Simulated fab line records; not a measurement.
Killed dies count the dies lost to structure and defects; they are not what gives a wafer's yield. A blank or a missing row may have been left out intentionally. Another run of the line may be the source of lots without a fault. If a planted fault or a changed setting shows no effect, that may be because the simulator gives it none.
Problem report in the 8D (eight disciplines) form, filled by code    flow n5Finfet    the parts of the form that need people (team, actions taken, sign-off) are left out

== 1. PROBLEM STATEMENT ==
At N5_SD_EPI_N_COAT_32, spinSpeedRpm averages 1661.9 rpm over 6 wafers from 2 lots, while fault-free wafers read 1500.2 rpm, standard deviation 0.99. So: +99 or more standard deviations from the usual mean.
The step: time 60 s, resist thk 350 nm.
First seen on wafer L597.2, day 5 00:07, on lithoTrack-02. The record holds 18 wafers of 6 lots with a number at this step. By rule, "out" or "out of limits" means more than 4 standard deviations away from the usual mean. Any other wafer with a number is counted as sound.

== 2. WHAT IT IS, WHAT IT ISN'T ==
question                     is                      is not
which readings at this step  spinSpeedRpm            -
which lots                   L597, L598              L591, L592, L606, L610
which wafers of those lots   all that have a number  -
read on which tools          lithoTrack-02           lithoTrack-01, lithoTrack-03
when                         from day 5 00:07        up to then (6 sound wafers); but 6 sound wafers of L606, L610 came after

== 3. THE SUSPECTS, EACH WITH WHAT RULES IT OUT ==
Counting: a tool at any process step up to the reading remains a suspect when it ran all the lots that are out and ran no sound lot after the first of those.
- lithoTrack-02 at N5_SD_EPI_N_COAT_32 (time 60 s, resist thk 350 nm): kept. Every lot that is out went through it, starting with L597 (day 5 00:07), and after that it ran no sound lot; the last sound lot it ran before then is L592 (day 3 19:09). Out on those wafers are its own readings of spinSpeedRpm.
The count leaves lithoTrack-02 at N5_SD_EPI_N_COAT_32.

== 4. THE CAUSE (what the simulator had put in) ==
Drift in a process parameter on lithoTrack-02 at N5_SD_EPI_N_COAT_32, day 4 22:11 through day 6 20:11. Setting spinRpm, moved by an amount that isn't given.
After counting, this tool was the only one left.

== 5. SEQUENCE OF EFFECTS, ordered by route ==
Rows list readings where the struck wafers' mean (over those with a number) sits beyond 3 standard deviations from the usual. Scope: only readings with a usual standard deviation given in the record; hours: median across lots of the time from each lot's start at the first step in this table that gives one to its start at this step; sigmas: change in usual standard deviations.
hours  step                 reading       usual       on struck wafers  change  sigmas
0      N5_SD_EPI_N_COAT_32  spinSpeedRpm  1500.2 rpm  1661.9            +161.7  +99 or more
Here are the process steps it includes:
- N5_SD_EPI_N_COAT_32: time 60 s, resist thk 350 nm.
Later measuring or inspecting steps at which every struck wafer that the step has a row for has a number for every such reading, and none has moved that far: N5_BEOL_M4_RC_MEAS_101.

== 6. HOW IT WOULD HAVE BEEN CAUGHT EARLIER ==
In this record no reading fell out of limits until day 5 00:07, 2 hours after the fault had begun at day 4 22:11.
